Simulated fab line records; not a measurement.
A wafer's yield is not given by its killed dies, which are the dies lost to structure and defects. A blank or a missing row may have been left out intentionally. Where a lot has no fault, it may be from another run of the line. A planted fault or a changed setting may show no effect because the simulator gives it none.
Split-lot experiment | flow n5_finfet | 7 lots, 21 wafers read, on a route of 1938 steps

== ON THE SPLIT ==
At N5_BEOL_M7_TRENCH_ETCH_37 (etches SiCOH lowk in C4F6/O2, target depth 93.478 nm, time 31.2 s), the setting bias_w was moved away from the recipe's 185 W on 6 of the 21 wafers read, by -16.4% to -7.5%. For the rest of the wafers, this setting stayed at what the recipe calls for.

== FROM THE SPLIT TO THE READING: what the file shows between them, 2 steps ==
- N5_BEOL_M7_ETCH_41: etches SiCN in CH3F/O2, target depth 31.9 nm, time 57.8 s (also split here: source_w)
- N5_BEOL_M7_STRIP_80: strips in N2/H2, time 10 s

== THE READING ==
trench_depth_nm, in nm, at N5_BEOL_M7_OCD_MEAS_38. Fault-free wafers of this fab line usually give 93.9 nm, standard deviation 1.5 nm.

wafer  | tool, chamber at the split | bias_w as run, W | against the recipe | trench_depth_nm, nm | against lot-mates on the recipe
L077.3 | rie_diel-03, 3             | 185              | recipe             | 93.0                | -
L077.4 | rie_diel-03, 1             | 185              | recipe             | 93.6                | -
L077.5 | rie_diel-03, 0             | 154.7            | -16.4%             | 87.0                | -6.3
L078.2 | rie_diel-03, 0             | 163.5            | -11.6%             | 88.1                | -3.8
L078.5 | rie_diel-03, 1             | 163.5            | -11.6%             | 91.1                | -0.8
L078.6 | rie_diel-03, 2             | 185              | recipe             | 91.9                | -
L082.1 | rie_diel-03, 0             | 185              | recipe             | 91.6                | -
L082.2 | rie_diel-03, 1             | 185              | recipe             | 93.0                | -
L082.5 | rie_diel-03, 2             | 163.8            | -11.5%             | 87.7                | -4.6
L090.1 | rie_diel-03, 3             | 185              | recipe             | 94.2                | -
L090.3 | rie_diel-03, 2             | 185              | recipe             | 93.1                | -
L090.6 | rie_diel-03, 3             | 185              | recipe             | 92.5                | -
L091.1 | rie_diel-05, 0             | 156.9            | -15.2%             | 89.4                | -3.8
L091.3 | rie_diel-05, 2             | 185              | recipe             | 91.4                | -
L091.4 | rie_diel-05, 1             | 185              | recipe             | 95.1                | -
L095.1 | rie_diel-01, 0             | 185              | recipe             | 95.5                | -
L095.3 | rie_diel-01, 1             | 171.1            | -7.5%              | 91.9                | -3.2
L095.5 | rie_diel-01, 1             | 185              | recipe             | 94.8                | -
L097.1 | rie_diel-05, 1             | 185              | recipe             | 95.3                | -
L097.2 | rie_diel-05, 2             | 185              | recipe             | 93.2                | -
L097.4 | rie_diel-05, 0             | 185              | recipe             | 94.9                | -

THE FIT
A straight line over all 21 wafers: trench_depth_nm changes by +0.357 nm for each +1% of bias_w; r = +0.84; the points scatter about the line by 1.4 nm.
The same after taking each lot's own level away (the mean of its wafers on the recipe; 21 wafers): +0.305 nm for each +1%; r = +0.85; scatter 1.1 nm.
That fit puts the effect of the largest move of bias_w on the reading at 5 nm.
Measured against the standard deviation above, the lots' own levels, which go from 91.90 to 95.15 nm, span 2.2 times it.
Hence the slope depends on the lot-to-lot level, as the two fits are not the same.
Check: for one of the wafers moved furthest among these (-16.4%), held out of the fit, the line's prediction against its lot-mates is -4.48 nm. It came out at -6.3 nm against them.
Tool readings at the split's step, against how far the setting was moved: rf_vpp_V r = +0.98.

== THE OTHER SPLITS THESE WAFERS WENT THROUGH ==
These wafers also went through other splits before the reading. Each is held against what the fit with the lots' levels taken away leaves over:
other split on the same wafers    | wafers away from the commonest value | r with trench_depth_nm (lot level and that fit taken away)
N5_BEOL_M6_EXPOSE_25 dose_mj      | 4                                    | +0.39
N5_BEOL_M7_PECVD_70 temp_c        | 10                                   | +0.40
N5_BEOL_M7_HM_DEP_02 target_thk_a | 8                                    | +0.19
N5_BEOL_M7_ETCH_41 source_w       | 6                                    | +0.20

== THE WHOLE CHAIN: every reading that the file lists as answering this split, in the file's order ==
step                      | what it does                                                      | reading                                                                   | change (the file's fit)               | r (the file's)
N5_BEOL_M7_TRENCH_ETCH_37 | etches SiCOH lowk in C4F6/O2, target depth 93.478 nm, time 31.2 s | rf_vpp_V                                                                  | +5.41 V for each +1% of the setting   | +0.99
N5_BEOL_M7_TRENCH_ETCH_37 | etches SiCOH lowk in C4F6/O2, target depth 93.478 nm, time 31.2 s | BEOL_M7.feature_depth_nm (the simulator's own value, which no gauge read) | +0.323 nm for each +1% of the setting | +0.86
N5_BEOL_M7_TRENCH_ETCH_37 | etches SiCOH lowk in C4F6/O2, target depth 93.478 nm, time 31.2 s | etch.depth_nm (the simulator's own value, which no gauge read)            | +0.321 nm for each +1% of the setting | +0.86
N5_BEOL_M7_OCD_MEAS_38    |                                                                   | trench_depth_nm                                                           | +0.323 nm for each +1% of the setting | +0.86

== FILE'S OWN FIT ==
trench_depth_nm changes by +0.323 nm for each +1% of bias_w, r = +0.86.
